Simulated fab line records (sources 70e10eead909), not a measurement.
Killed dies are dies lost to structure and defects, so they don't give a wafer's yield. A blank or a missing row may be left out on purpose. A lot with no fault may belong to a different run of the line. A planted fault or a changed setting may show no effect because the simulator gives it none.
Code-filled problem report in 8D (eight disciplines) form || flow nandHarc || the parts of the form that need people (team, actions taken, sign-off) are left out

## 1. THE ISSUE
Mean of killedAtArray at NHARC_END_SORT_01: 676 across 2 wafers in 2 lots; on wafers with no fault it is 53 (standard deviation 18). Relative to the usual mean, that is a shift of +35 standard deviations.
First observed at day 30 13:04: wafer L724.5, on prober-01. The record holds 33 wafers of 11 lots with a number at this step. By rule, "out" or "out of limits" means more than 4 standard deviations away from the usual mean. Any other wafer with a number is counted as sound.

## 2. WHAT IT IS, WHAT IT ISN'T
{"question": "which readings at this step", "is": "killedAtArray, killedDies", "is not": "killedAtOther, killedAtPeriphery, killedOpen"}
{"question": "which lots", "is": "L724, L728", "is not": "L711, L712, L713, L714, L715, L716, L717, L718, L731"}
{"question": "which wafers of those lots", "is": "L724.5, L728.3", "is not": "L724.1, L724.3, L728.1, L728.6"}
{"question": "read on which gauges", "is": "prober-01, prober-02", "is not": "-"}
{"question": "when", "is": "from day 30 13:04", "is not": "up to then (26 sound wafers); but 5 sound wafers of L728, L731 came after"}

## 3. WHAT RULES OUT EACH SUSPECT
Counting: any tool at a process step up to the reading remains a suspect provided it ran every lot that is out. Sound lots after the first of them don't rule it out here, since some wafers of a struck lot are sound.
- the gauge at NHARC_END_SORT_01 is ruled out. The wafers that are out were read on 2 gauges (prober-01, prober-02).
- aclDep-02 at NHARC_A_CONTACT_DEP_28 (deposits aC, target thk 7000 nm): kept. Every lot that is out went through it, the first being L724 (day 27 07:17); the last sound lot it ran before that was L717 (day 24 03:54).
- rieDiel-12 at NHARC_A_CONTACT_ETCH_49 (etches the open film in N2/H2, target depth 260 nm, time 475.3 s): kept. Every lot that is out went through it, the first being L724 (day 27 12:39); the last sound lot it ran before that was L718 (day 25 01:49). Out on those wafers are its own readings of runLengthS.
- harCapEtch-03 at NHARC_A_CONTACT_ETCH_113 (etches the open film in C4F8/O2/Ar, time 190 s, target depth 1850 nm): kept. Every lot that is out went through it, the first being L724 (day 27 14:39); the last sound lot it ran before that was L712 (day 22 06:57).
- At NHARC_A_CONTACT_ETCH_49, inside rieDiel-12: chamber 0 took the wafers that are out, while their sound lot-mates went through chambers 1, 2, 3.
aclDep-02 at NHARC_A_CONTACT_DEP_28, rieDiel-12 at NHARC_A_CONTACT_ETCH_49 and harCapEtch-03 at NHARC_A_CONTACT_ETCH_113 are what is left after counting.

## 4. THE CAUSE (what the simulator had put in)
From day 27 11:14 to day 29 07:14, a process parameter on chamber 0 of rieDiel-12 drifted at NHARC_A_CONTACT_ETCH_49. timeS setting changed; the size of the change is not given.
Counting leaves 3 suspects; this tool is one of them.

## 5. THE CHAIN OF EFFECTS, in route order
Rows list readings where the struck wafers' mean (over those with a number) sits beyond 3 standard deviations from the usual. Only readings for which the record gives a usual standard deviation are gone through. hours: the time from each lot's start at the first step in this table that gives one to its start at this step, as a median over the lots. sigmas: the change in usual standard deviations.
{"hours": 0, "step": "NHARC_A_CONTACT_ETCH_49", "reading": "runLengthS", "usual": "496.7 s", "on struck wafers": 330.2, "change": -166.4, "sigmas": "-99 or more"}
{"hours": 72, "step": "NHARC_END_SORT_01", "reading": "killedAtArray", "usual": 53, "on struck wafers": 676, "change": "+622", "sigmas": "+35"}
{"hours": 72, "step": "NHARC_END_SORT_01", "reading": "killedDies", "usual": 58, "on struck wafers": 677, "change": "+619", "sigmas": "+34"}
Here are the process steps it includes:
- NHARC_A_CONTACT_ETCH_49: etches the open film in N2/H2, target depth 260 nm, time 475.3 s.
Readings that are blank on the struck wafers while sound wafers have them: rfFwdPowerW at NHARC_A_CONTACT_ETCH_49.

## 6. HOW IT WOULD HAVE BEEN CAUGHT EARLIER
In this record the first reading out of limits at a measuring or inspecting step was taken at day 30 13:04, 74 hours after the fault began at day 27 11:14.
The tool's own readings at NHARC_A_CONTACT_ETCH_49 were out on every struck wafer that the step has a row for (runLengthS): an alarm limit on them would have fired on the first of those.
By day 30 13:04 the whole set of lots that are out, 2 in number, had already begun NHARC_A_CONTACT_ETCH_49 on rieDiel-12. Tool hold at that time: it would have spared none of them.
